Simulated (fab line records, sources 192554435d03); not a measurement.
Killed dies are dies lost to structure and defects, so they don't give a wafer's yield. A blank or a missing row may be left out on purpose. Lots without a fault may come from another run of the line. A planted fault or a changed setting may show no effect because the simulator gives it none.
Problem report in the 8D (eight disciplines) form, filled by code | flow n5_finfet | the parts of the form that need people (team, actions taken, sign-off) are left out

1. THE PROBLEM
bias_w at N5_BEOL_M1_VIA_ETCH_34 reads a mean of 145.9 W on 9 wafers of 3 lots; wafers without a fault read 170.1 W with a standard deviation of 0.52. That is -47 standard deviations from the usual mean.
The step: etches the open film in C4F6/O2, target depth 67.8 nm, time 64.4 s.
First seen on wafer L383.3, day 8 06:22, on rie_diel-02. The record holds 24 wafers of 8 lots with a number at this step. Rule for "out", or "out of limits": more than 4 standard deviations from the usual mean. The other wafers with a number count as sound.

2. WHAT IT IS AND WHAT IT IS NOT
question                    | is                     | is not
which readings at this step | bias_w                 | drypump_motor_current_A, oes_product_au, showerhead_plenum_p_Torr, throttle_valve_pct
which lots                  | L383, L384, L386       | L377, L387, L391, L395, L398
which wafers of those lots  | all that have a number | -
read on which tools         | rie_diel-02            | rie_diel-01, rie_diel-03
when                        | from day 8 06:22       | up to then (3 sound wafers); but 12 sound wafers of L387, L391, L395, L398 came after

3. SUSPECTS, AND WHAT RULES EACH OUT
Counting: a tool at a process step up to the reading stays a suspect if it ran every lot that is out and no sound lot after the first of them.
- rie_diel-02 at N5_BEOL_M1_VIA_ETCH_34 (etches the open film in C4F6/O2, target depth 67.8 nm, time 64.4 s): ruled out as a lasting fault. Sound lots L398 ran on it after its first lot that is out, L383 (day 8 06:22).
Left after counting: nothing in the record.

4. THE CAUSE (what the simulator had put in)
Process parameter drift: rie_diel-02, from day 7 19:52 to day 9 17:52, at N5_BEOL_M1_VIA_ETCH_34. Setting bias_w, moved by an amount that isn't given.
Counting ruled it out, wrongly.

5. THE CHAIN OF EFFECTS, in route order
Each row: a reading whose mean over the struck wafers that have a number lies more than 3 standard deviations from the usual. Only readings for which the record gives a usual standard deviation are gone through. hours: the time from each lot's start at the first step in this table that gives one to its start at this step, as a median over the lots. sigmas: the change in usual standard deviations.
hours | step                   | reading | usual   | on struck wafers | change | sigmas
0     | N5_BEOL_M1_VIA_ETCH_34 | bias_w  | 170.1 W | 145.9            | -24.2  | -47
The process steps in it:
- N5_BEOL_M1_VIA_ETCH_34: etches the open film in C4F6/O2, target depth 67.8 nm, time 64.4 s.
Later measuring or inspecting steps at which every struck wafer that the step has a row for has a number for every such reading, and none has moved that far: N5_BEOL_M4_RC_MEAS_101.

6. WHAT WOULD HAVE CAUGHT IT SOONER
In this record the first reading out of limits was taken at day 8 06:22, 10 hours after the fault began at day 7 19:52.
